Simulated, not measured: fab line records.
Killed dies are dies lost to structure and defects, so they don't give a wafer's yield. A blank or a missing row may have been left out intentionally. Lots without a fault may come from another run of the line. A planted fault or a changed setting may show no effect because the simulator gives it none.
Chamber matching | flow n5_finfet | rie_diel-06 running N5_BEOL_M4_DESCUM_16: 4 sister chambers
The step chemistry O2, time 7 s. 8 wafers are shown with their chamber, then 10 later ones without.

## WAFERS PAIRED WITH THEIR CHAMBERS
wafer  | chamber | drypump_motor_current_A (A) | showerhead_plenum_p_Torr (Torr)
L084.2 | 3       | 5.4                         | 2.25
L092.3 | 0       | 5.8                         | 2.15
L092.6 | 0       | 5.7                         | 2.15
L094.1 | 1       | 6.6                         | 2.17
L094.2 | 2       | 6.3                         | 2.03
L094.3 | 3       | 5.4                         | 2.24
L094.4 | 2       | 6.3                         | 2.03
L094.5 | 1       | 6.6                         | 2.16

## WAFERS WITH NO CHAMBER GIVEN
wafer  | drypump_motor_current_A (A) | showerhead_plenum_p_Torr (Torr)
L094.6 | 5.4                         | 2.24
L095.2 | 5.7                         | 2.15
L095.4 | 5.4                         | 2.24
L095.6 | 5.8                         | 2.15
L097.1 | 5.7                         | 2.15
L097.2 | 6.3                         | 2.03
L097.3 | 6.6                         | 2.16
L097.4 | 5.4                         | 2.24
L097.5 | 6.3                         | 2.03
L097.6 | 6.6                         | 2.16

## CHAMBER TAKEN BY EACH
wafer  | from the rows above | in truth
L094.6 | 3                   | 3
L095.2 | 0                   | 0
L095.4 | 3                   | 3
L095.6 | 0                   | 0
L097.1 | 0                   | 0
L097.2 | 2                   | 2
L097.3 | 1                   | 1
L097.4 | 3                   | 3
L097.5 | 2                   | 2
L097.6 | 1                   | 1
Placed correctly: 10 of 10. Number that these rows cannot place: 0. 0 placed wrongly.
How it was worked out, from the rows above alone: a wafer's distance from a chamber is the root of the sum, over the readings, of the square of ((its reading less the chamber's mean) divided by the reading's scatter). The wafer belongs to the nearest chamber; if the next one is less than 2 further off, it can't be placed. For every chamber, the mean is computed from those of its wafers that are shown. The scatter: take each reading less its chamber's mean, square it, sum over the shown wafers, divide by the number of wafers less the number of chambers, and take the root.
